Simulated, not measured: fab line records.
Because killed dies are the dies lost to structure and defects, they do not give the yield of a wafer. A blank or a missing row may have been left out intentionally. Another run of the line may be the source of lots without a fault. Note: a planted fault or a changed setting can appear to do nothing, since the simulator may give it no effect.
Matching of chambers | flow nandHarc | NHARC_A_CONTACT_DEP_85 on pecvd-03 has 3 sister chambers
The step deposits SiON, target thk 50 nm. 3 wafers are shown with their chamber, then 9 later ones without.

== WAFERS WITH THEIR CHAMBER ==
wafer  | chamber | heaterPowerW (W)
L092.4 | 2       | 816
L092.5 | 0       | 628
L092.6 | 1       | 893

== WAFERS WITHOUT THEIR CHAMBER ==
wafer  | heaterPowerW (W)
L093.1 | 881
L093.2 | 899
L093.3 | 661
L091.2 | 659
L091.4 | 667
L091.5 | 891
L095.3 | 624
L095.4 | 919
L095.6 | 616

== WHICH CHAMBER EACH ONE RAN IN ==
wafer  | from the rows above | in truth
L093.1 | 1                   | 1
L093.2 | 1                   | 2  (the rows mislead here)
L093.3 | 0                   | 0
L091.2 | 0                   | 0
L091.4 | 0                   | 0
L091.5 | 1                   | 1
L095.3 | 0                   | 0
L095.4 | 1                   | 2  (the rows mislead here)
L095.6 | 0                   | 0
Correctly placed: 7 of 9. From these rows, 0 cannot be placed. Number placed wrongly: 2.
How it was worked out, from the rows above alone: a wafer's distance from a chamber is the root of the sum, over the readings, of the square of ((its reading less the chamber's mean) divided by the reading's scatter). The wafer belongs to the nearest chamber; if the next one is less than 2 further off, it can't be placed. A chamber's mean is the mean of its shown wafers. The scatter: with one shown wafer a chamber, the root of the mean of the squares of how far each hidden wafer lies from its nearest shown one.
